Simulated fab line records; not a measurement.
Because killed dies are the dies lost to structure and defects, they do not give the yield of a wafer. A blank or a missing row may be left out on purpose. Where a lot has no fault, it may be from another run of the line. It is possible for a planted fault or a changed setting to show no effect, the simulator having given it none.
Which tool was responsible?	flow nand_harc	at 1 step of a route of 1159, 24 lots with 72 wafers sampled

## WHAT THE GAUGES READ, wafer by wafer
NHARC_P_ZERO_WELL_INSPECT_43. Usual: raw_defect_count reads 14 (standard deviation 5.5).
lot	measured	on	raw_defect_count	flag
L074	day 1 19:45	defect_inspect-02	6 14 15	
L075	day 2 01:41	defect_inspect-02	15 11 11	
L076	day 2 07:28	defect_inspect-01	8 21 15	
L077	day 2 13:50	defect_inspect-01	15 14 8	
L078	day 2 19:43	defect_inspect-01	16 24 17	
L079	day 3 01:40	defect_inspect-02	11 26 12	
L080	day 3 07:52	defect_inspect-01	16 10 15	
L081	day 3 13:37	defect_inspect-01	10 12 12	
L082	day 3 19:51	defect_inspect-01	7 13 12	
L083	day 4 01:33	defect_inspect-02	10 16 11	
L084	day 4 07:30	defect_inspect-01	13 9 15	
L085	day 4 13:30	defect_inspect-01	12 10 11	
L086	day 4 19:34	defect_inspect-02	14 6 12	
L087	day 5 01:10	defect_inspect-01	10 11 6	
L088	day 5 07:36	defect_inspect-01	12 16 10	
L089	day 5 13:32	defect_inspect-02	16 20 22	
L090	day 5 19:35	defect_inspect-01	16 8 12	
L091	day 6 01:40	defect_inspect-01	16 14 19	
L092	day 6 07:34	defect_inspect-02	16 4 17	
L093	day 6 13:32	defect_inspect-02	8 3 6	
L094	day 6 20:03	defect_inspect-02	13 9 15	
L095	day 7 01:41	defect_inspect-02	26 12 19	
L096	day 7 07:34	defect_inspect-01	31 13 21	
L097	day 7 13:28	defect_inspect-01	15 13 19	

## WHICH TOOL RAN EACH LOT (tool, then ch and the chambers of the sampled wafers, then the start)
Before these readings, the record contains no process step.

## WHAT THE TOOLS THEMSELVES READ (means of the sampled wafers that have a number; where no wafer has one, the mark that the record gives instead)
The record holds no such reading with a usual standard deviation.

## THE ANSWER, worked out from the rows above alone
Rule: take the mean of a lot's wafers that have a number; if it is more than 3 standard deviations from the usual mean, the lot is off. A lot without any number at a reading at which 4 lots or more have one is off too. All remaining lots with rows at the step are treated as sound. The gauges are gone through in route order, then the tools' own readings, and for those a lot's mean is taken as printed above. At the first step where some lot is off, the reading lying furthest off is the one used; lots without a number count as furthest.
Nothing can be told from this: no lot is off at any reading shown.

## WHAT THE SIMULATOR HAD PUT IN
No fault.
